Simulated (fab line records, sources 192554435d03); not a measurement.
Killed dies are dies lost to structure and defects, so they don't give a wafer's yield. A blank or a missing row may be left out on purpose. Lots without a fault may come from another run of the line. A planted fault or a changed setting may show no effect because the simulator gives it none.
Chamber matching | flow n5_finfet | N5_BEOL_M7_ALD_77 on ald_metal-01: 4 sister chambers
The step deposits TaN, target thk 2 nm, pulse time 2 s, purge time 3 s. 8 wafers are shown with their chamber, then 12 later ones without.

WAFERS WITH THEIR CHAMBER
wafer  | chamber | heater_power_w (W) | mfc_carrier_sccm (sccm)
L081.4 | 2       | 396                | 1501
L085.2 | 0       | 506                | 1500
L089.2 | 3       | 402                | 1502
L089.3 | 2       | 409                | 1498
L089.5 | 3       | 414                | 1501
L090.3 | 0       | 526                | 1498
L090.4 | 1       | 502                | 1493
L090.5 | 1       | 509                | 1507

WAFERS WITHOUT THEIR CHAMBER
wafer  | heater_power_w (W) | mfc_carrier_sccm (sccm)
L092.1 | 427                | 1495
L092.2 | 497                | 1499
L092.3 | 525                | 1496
L094.1 | 495                | 1498
L094.5 | 419                | 1502
L094.6 | 497                | 1498
L097.2 | 520                | 1501
L097.4 | 507                | 1501
L097.5 | 508                | 1496
L095.2 | 408                | 1494
L095.3 | 502                | 1505
L095.4 | 510                | 1500

WHICH CHAMBER EACH WENT THROUGH
wafer  | from the rows above     | in truth
L092.1 | can't be placed: 3 or 2 | 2
L092.2 | can't be placed: 1 or 0 | 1
L092.3 | can't be placed: 0 or 1 | 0
L094.1 | can't be placed: 1 or 0 | 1
L094.5 | can't be placed: 3 or 2 | 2
L094.6 | can't be placed: 1 or 0 | 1
L097.2 | can't be placed: 0 or 1 | 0
L097.4 | can't be placed: 1 or 0 | 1
L097.5 | can't be placed: 1 or 0 | 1
L095.2 | can't be placed: 2 or 3 | 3
L095.3 | can't be placed: 1 or 0 | 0
L095.4 | can't be placed: 1 or 0 | 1
Placed correctly: 0 of 12. Can't be placed from these rows: 12 (the true chamber is among the candidates in 12). Placed wrongly: 0.
How it was worked out, from the rows above alone: a wafer's distance from a chamber is the root of the sum, over the readings, of the square of ((its reading less the chamber's mean) divided by the reading's scatter). The wafer belongs to the nearest chamber; if the next one is less than 2 further off, it can't be placed. A chamber's mean is the mean of its shown wafers. The scatter: the root of (the sum of the squares of (reading less its chamber's mean) over the shown wafers, divided by (wafers less chambers)).
